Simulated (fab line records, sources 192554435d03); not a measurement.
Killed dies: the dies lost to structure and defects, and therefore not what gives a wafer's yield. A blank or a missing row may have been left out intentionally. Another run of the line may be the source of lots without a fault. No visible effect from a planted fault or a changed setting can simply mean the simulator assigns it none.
Matching of chambers / flow n5 finfet / N5_FIN_SAQP_PECVD_06 on pecvd-04: 3 sister chambers
The step deposits a-Si from SiH4/He, target thk 60 nm, time 48.1 s. 6 wafers are shown with their chamber, then 9 later ones without.

WAFERS, EACH WITH ITS CHAMBER
wafer=L088.4; chamber=2; throttle valve pct (%)=17.6; showerhead plenum p Torr (Torr)=5.65
wafer=L092.4; chamber=0; throttle valve pct (%)=18.4; showerhead plenum p Torr (Torr)=5.67
wafer=L092.5; chamber=2; throttle valve pct (%)=17.5; showerhead plenum p Torr (Torr)=5.66
wafer=L093.2; chamber=1; throttle valve pct (%)=17.6; showerhead plenum p Torr (Torr)=5.67
wafer=L093.4; chamber=1; throttle valve pct (%)=17.5; showerhead plenum p Torr (Torr)=5.69
wafer=L093.6; chamber=0; throttle valve pct (%)=18.2; showerhead plenum p Torr (Torr)=5.67

WAFERS WITH NO CHAMBER GIVEN
wafer=L094.4; throttle valve pct (%)=18.1; showerhead plenum p Torr (Torr)=5.65
wafer=L094.5; throttle valve pct (%)=18.3; showerhead plenum p Torr (Torr)=5.67
wafer=L094.6; throttle valve pct (%)=17.6; showerhead plenum p Torr (Torr)=5.69
wafer=L095.1; throttle valve pct (%)=17.5; showerhead plenum p Torr (Torr)=5.68
wafer=L095.3; throttle valve pct (%)=17.2; showerhead plenum p Torr (Torr)=5.68
wafer=L095.6; throttle valve pct (%)=17.7; showerhead plenum p Torr (Torr)=5.66
wafer=L097.1; throttle valve pct (%)=18.6; showerhead plenum p Torr (Torr)=5.65
wafer=L097.3; throttle valve pct (%)=17.5; showerhead plenum p Torr (Torr)=5.68
wafer=L097.6; throttle valve pct (%)=18.4; showerhead plenum p Torr (Torr)=5.65

WHICH CHAMBER EACH WENT THROUGH
wafer=L094.4; from the rows above=0; in truth=0
wafer=L094.5; from the rows above=0; in truth=0
wafer=L094.6; from the rows above=1; in truth=1
wafer=L095.1; from the rows above=1; in truth=1
wafer=L095.3; from the rows above=can't be placed: 1 or 2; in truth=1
wafer=L095.6; from the rows above=can't be placed: 2 or 1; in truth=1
wafer=L097.1; from the rows above=0; in truth=0
wafer=L097.3; from the rows above=1; in truth=1
wafer=L097.6; from the rows above=0; in truth=0
7 of 9 placed correctly. Not placeable from these rows: 2 (in 2, the candidates include the true chamber). Number placed wrongly: 0.
How it was worked out, from the rows above alone: a wafer's distance from a chamber is the root of the sum, over the readings, of the square of ((its reading less the chamber's mean) divided by the reading's scatter). The wafer belongs to the nearest chamber; if the next one is less than 2 further off, it can't be placed. Each chamber's mean is taken over the wafers shown for it. The scatter: take each reading less its chamber's mean, square it, sum over the shown wafers, divide by the number of wafers less the number of chambers, and take the root.
